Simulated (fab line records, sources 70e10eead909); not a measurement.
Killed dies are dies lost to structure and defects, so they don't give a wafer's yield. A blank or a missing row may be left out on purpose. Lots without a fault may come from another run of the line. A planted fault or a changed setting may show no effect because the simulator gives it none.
Which tool did it? | flow nand_harc | 14 lots, 42 wafers sampled, at 4 steps of a route of 1302

WHAT THE GAUGES READ, wafer by wafer
The record holds no reading of a measuring or inspecting step that can be judged against a usual standard deviation.

WHICH TOOL RAN EACH LOT (tool, then ch and the chambers of the sampled wafers, then the start)
lot  | NHARC_A_CHANNEL_FILL_D2_ALD_03                 | NHARC_A_CHANNEL_FILL_D2_ALD_14   | NHARC_A_CHANNEL_FILL_D2_ANNEAL_17 | NHARC_A_CHANNEL_FILL_D2_ETCHBACK_19
L194 | ald_sin_batch-01 ch 0, day 15 13:31 or earlier | ald_hk-01 ch 0,1,3, day 15 13:31 | furnace-08 ch 0, day 15 21:32     | rie_si-04 ch 0,1,3, day 16 06:05
L195 | ald_sin_batch-01 ch 0, day 15 17:41 or earlier | ald_hk-04 ch 0,3, day 15 17:41   | furnace-08, day 16 01:43          | rie_si-04 ch 0,2,3, day 16 10:16
L197 | ald_sin_batch-02 ch 0, day 16 09:37 or earlier | ald_hk-01 ch 0,1, day 16 09:37   | furnace-05, day 16 18:04          | rie_si-04 ch 2,3, day 17 02:36
L196 | ald_sin_batch-01 ch 0, day 17 00:34 or earlier | ald_hk-01 ch 1,2, day 17 00:34   | furnace-08 ch 0, day 17 11:25     | rie_si-05 ch 0,1,3, day 17 19:55
L203 | ald_sin_batch-03 ch 0, day 19 04:34 or earlier | ald_hk-01 ch 0,1,2, day 19 04:34 | furnace-08 ch 0, day 19 12:35     | rie_si-04 ch 1,2, day 19 21:04
L204 | ald_sin_batch-02 ch 0, day 20 04:01 or earlier | ald_hk-01 ch 0,2,3, day 20 04:01 | furnace-08 ch 0, day 20 11:47     | rie_si-01 ch 0,1,2, day 20 20:14
L205 | ald_sin_batch-02 ch 0, day 20 03:50 or earlier | ald_hk-01 ch 0,1,2, day 20 03:50 | furnace-08 ch 0, day 20 11:47     | rie_si-04 ch 0,1,3, day 20 20:14
L206 | ald_sin_batch-02 ch 0, day 20 12:29 or earlier | ald_hk-01 ch 0,2, day 20 12:29   | furnace-08 ch 0, day 20 20:26     | rie_si-01 ch 0,1,2, day 21 04:55
L207 | ald_sin_batch-02 ch 0, day 20 12:16 or earlier | ald_hk-01 ch 2,3, day 20 12:16   | furnace-08 ch 0, day 20 20:26     | rie_si-04 ch 2,3, day 21 04:55
L208 | ald_sin_batch-03 ch 0, day 21 05:47 or earlier | ald_hk-02 ch 1,3, day 21 05:47   | furnace-05 ch 0, day 21 15:38     | rie_si-05 ch 0,2, day 22 00:18
L210 | ald_sin_batch-02 ch 0, day 22 10:10 or earlier | ald_hk-01 ch 0,2,3, day 22 10:10 | furnace-08 ch 0, day 22 18:19     | rie_si-05 ch 1,2,3, day 23 02:56
L211 | ald_sin_batch-02 ch 0, day 22 10:10 or earlier | ald_hk-02 ch 2,3, day 22 10:10   | furnace-08 ch 0, day 22 18:19     | rie_si-01 ch 0,3, day 23 02:56
L212 | ald_sin_batch-02 ch 0, day 23 03:04 or earlier | ald_hk-02 ch 2,3, day 23 03:04   | furnace-01 ch 0, day 23 11:46     | rie_si-04 ch 0,1,2, day 23 20:26
L213 | ald_sin_batch-02 ch 0, day 23 03:05 or earlier | ald_hk-01 ch 1,3, day 23 03:05   | furnace-01 ch 0, day 23 11:46     | rie_si-05 ch 2,3, day 23 20:23
- NHARC_A_CHANNEL_FILL_D2_ALD_03: deposits SiNx, target thk 6 nm, pulse time 60 s, ald cycles 58.
- NHARC_A_CHANNEL_FILL_D2_ALD_14: deposits SiO2, target thk 2.5 nm, pulse time 10 s, ald cycles 25.
- NHARC_A_CHANNEL_FILL_D2_ANNEAL_17: time 1800 s.
- NHARC_A_CHANNEL_FILL_D2_ETCHBACK_19: etches the open film in HBr/Cl2, target depth 5 nm, time 1.7 s.

WHAT THE TOOLS THEMSELVES READ (means of the sampled wafers that have a number; where no wafer has one, the mark that the record gives instead)
NHARC_A_CHANNEL_FILL_D2_ALD_03. Usual: precursor_pulse_height_rel 1.001, standard deviation 0.02.
lot  | tool             | precursor_pulse_height_rel | flag
L194 | ald_sin_batch-01 | 0.995                      |
L195 | ald_sin_batch-01 | 0.985                      |
L197 | ald_sin_batch-02 | 0.998                      |
L196 | ald_sin_batch-01 | 0.990                      |
L203 | ald_sin_batch-03 | 1.021                      |
L204 | ald_sin_batch-02 | 0.990                      |
L205 | ald_sin_batch-02 | 0.999                      |
L206 | ald_sin_batch-02 | 1.003                      |
L207 | ald_sin_batch-02 | 0.994                      |
L208 | ald_sin_batch-03 | 0.993                      |
L210 | ald_sin_batch-02 | 0.976                      |
L211 | ald_sin_batch-02 | 0.994                      |
L212 | ald_sin_batch-02 | 1.007                      |
L213 | ald_sin_batch-02 | 1.002                      |

NHARC_A_CHANNEL_FILL_D2_ALD_14. Usual: heater_power_w 475 W, standard deviation 40; precursor_pulse_height_rel 0.999, standard deviation 0.018.
lot  | tool      | heater_power_w (W) | precursor_pulse_height_rel | flag
L194 | ald_hk-01 | 464                | 1.001                      |
L195 | ald_hk-04 | 512                | 0.986                      |
L197 | ald_hk-01 | 467                | 0.976                      |
L196 | ald_hk-01 | 459                | 1.002                      |
L203 | ald_hk-01 | 456                | 1.011                      |
L204 | ald_hk-01 | 456                | 1.016                      |
L205 | ald_hk-01 | 464                | 1.012                      |
L206 | ald_hk-01 | 453                | 1.004                      |
L207 | ald_hk-01 | 454                | 0.992                      |
L208 | ald_hk-02 | 495                | 1.032                      |
L210 | ald_hk-01 | 442                | 0.997                      |
L211 | ald_hk-02 | 490                | 1.009                      |
L212 | ald_hk-02 | 493                | 0.985                      |
L213 | ald_hk-01 | 459                | 0.996                      |

NHARC_A_CHANNEL_FILL_D2_ANNEAL_17. Usual: spike_tc_bottom_C 869 C, standard deviation 5.1; spike_tc_centre_C 849.2 C, standard deviation 1.3; spike_tc_lower_C 850.9 C, standard deviation 0.95; tube_center_temp_C 850 C, standard deviation 0.081; zone_power_lower_pct 16.5 %, standard deviation 1.3.
lot  | tool       | spike_tc_bottom_C (C) | spike_tc_centre_C (C) | spike_tc_lower_C (C) | tube_center_temp_C (C) | zone_power_lower_pct (%) | flag
L194 | furnace-08 | 872                   | 849.1                 | 851.8                | 850                    | 17.6                     |
L195 | furnace-08 | -                     | -                     | -                    | -                      | -                        | OFF
L197 | furnace-05 | -                     | -                     | -                    | -                      | -                        | OFF
L196 | furnace-08 | 872                   | 848.5                 | 851.0                | 850                    | 17.5                     |
L203 | furnace-08 | 871                   | 848.3                 | 850.9                | 850                    | 17.5                     |
L204 | furnace-08 | 871                   | 848.5                 | 850.8                | 850                    | 17.6                     |
L205 | furnace-08 | 871                   | 849.2                 | 851.3                | 850                    | 17.6                     |
L206 | furnace-08 | 871                   | 849.3                 | 850.4                | 850                    | 17.6                     |
L207 | furnace-08 | 872                   | 848.5                 | 850.4                | 850                    | 17.5                     |
L208 | furnace-05 | 861                   | 851.2                 | 850.7                | 850                    | 15.0                     |
L210 | furnace-08 | 872                   | 849.0                 | 851.9                | 850                    | 17.5                     |
L211 | furnace-08 | 872                   | 848.7                 | 850.7                | 850                    | 17.7                     |
L212 | furnace-01 | 875                   | 847.4                 | 850.6                | 850                    | 15.1                     |
L213 | furnace-01 | 873                   | 847.8                 | 850.5                | 850                    | 15.2                     |

NHARC_A_CHANNEL_FILL_D2_ETCHBACK_19. Usual: drypump_motor_current_A 5.7 A, standard deviation 0.44; oes_product_au 0.997 a.u., standard deviation 0.01; throttle_valve_pct 26.406 %, standard deviation 0.0091.
lot  | tool      | drypump_motor_current_A (A) | oes_product_au (a.u.) | throttle_valve_pct (%) | flag
L194 | rie_si-04 | 5.7                         | 1.012                 | 26.415                 |
L195 | rie_si-04 | 5.6                         | 0.994                 | 26.412                 |
L197 | rie_si-04 | 5.6                         | 0.989                 | 26.397                 |
L196 | rie_si-05 | 5.6                         | 1.003                 | 26.407                 |
L203 | rie_si-04 | 5.6                         | 0.996                 | 26.407                 |
L204 | rie_si-01 | 6.1                         | 0.997                 | 26.405                 |
L205 | rie_si-04 | 5.7                         | 1.001                 | 26.408                 |
L206 | rie_si-01 | 6.1                         | 0.994                 | 26.405                 |
L207 | rie_si-04 | 5.6                         | 0.988                 | 26.406                 |
L208 | rie_si-05 | 5.4                         | 1.006                 | 26.410                 |
L210 | rie_si-05 | 5.6                         | 0.996                 | 26.404                 |
L211 | rie_si-01 | 5.2                         | 0.990                 | 26.406                 |
L212 | rie_si-04 | 5.5                         | 0.993                 | 26.394                 |
L213 | rie_si-05 | 5.5                         | 0.997                 | 26.399                 |

THE ANSWER, worked out from the rows above alone
Rule: a lot is off if the mean of its wafers that have a number lies more than 3 standard deviations from the usual mean. A lot without any number at a reading at which 4 lots or more have one is off too. The other lots that the step has rows for count as sound. The gauges are gone through in route order, then the tools' own readings, and for those a lot's mean is taken as printed above. The first step at which some lot is off is used, and at that step the reading that is off furthest; a lot without a number counts as furthest.
Off: L195, L197, at NHARC_A_CHANNEL_FILL_D2_ANNEAL_17 (spike_tc_bottom_C). Without a number there: L195, L197.
A tool fits if, at that step or a process step before it, it ran every lot that is off, and no sound lot after the first of them. NHARC_A_CHANNEL_FILL_D2_ALD_03 gives no start for some lots, so the hours and the order of its lots are those of NHARC_A_CHANNEL_FILL_D2_ALD_14. None of those tried fits.

WHAT THE SIMULATOR HAD PUT IN
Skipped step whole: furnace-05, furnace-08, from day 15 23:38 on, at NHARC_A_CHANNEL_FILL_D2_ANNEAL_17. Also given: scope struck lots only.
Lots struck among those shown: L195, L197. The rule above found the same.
